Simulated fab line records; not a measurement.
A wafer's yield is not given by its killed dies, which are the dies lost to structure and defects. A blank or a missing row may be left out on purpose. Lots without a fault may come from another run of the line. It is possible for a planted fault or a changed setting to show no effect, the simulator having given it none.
Chamber matching | flow n5 finfet | N5_BEOL_M5_ETCH_75 on rie diel-06: 4 sister chambers
The step etches underlayer in N2/H2, target depth 6.5 nm, time 5.2 s. 8 wafers are shown with their chamber, then 9 later ones without.

== WAFERS, EACH WITH ITS CHAMBER ==
wafer  | chamber | drypump motor current A (A) | throttle valve pct (%)
L081.3 | 1       | 6.0                         | 17.7
L081.5 | 1       | 6.0                         | 17.7
L083.1 | 3       | 6.7                         | 18.2
L088.1 | 0       | 6.0                         | 17.4
L088.4 | 2       | 5.6                         | 18.0
L091.1 | 3       | 6.6                         | 17.8
L091.3 | 0       | 6.0                         | 17.4
L091.4 | 2       | 5.6                         | 18.0

== WAFERS MISSING THEIR CHAMBER ==
wafer  | drypump motor current A (A) | throttle valve pct (%)
L090.1 | 6.0                         | 17.8
L090.2 | 6.0                         | 17.4
L090.4 | 5.6                         | 18.0
L092.2 | 5.6                         | 18.0
L092.3 | 6.0                         | 17.8
L092.5 | 5.6                         | 18.0
L093.1 | 6.0                         | 17.4
L093.2 | 5.6                         | 18.0
L093.6 | 5.6                         | 18.0

== THE CHAMBER EACH PASSED THROUGH ==
wafer  | from the rows above | in truth
L090.1 | 1                   | 1
L090.2 | 0                   | 0
L090.4 | 2                   | 2
L092.2 | 2                   | 2
L092.3 | 1                   | 1
L092.5 | 2                   | 2
L093.1 | 0                   | 0
L093.2 | 2                   | 2
L093.6 | 2                   | 2
Placed correctly: 9 of 9. From these rows, 0 cannot be placed. Placed wrongly: 0.
How it was worked out, from the rows above alone: a wafer's distance from a chamber is the root of the sum, over the readings, of the square of ((its reading less the chamber's mean) divided by the reading's scatter). The wafer belongs to the nearest chamber; if the next one is less than 2 further off, it can't be placed. The mean given for a chamber averages the wafers shown for that chamber. The scatter is the square root of a quotient: the sum, over the shown wafers, of each reading's squared deviation from its chamber's mean, divided by wafers minus chambers.
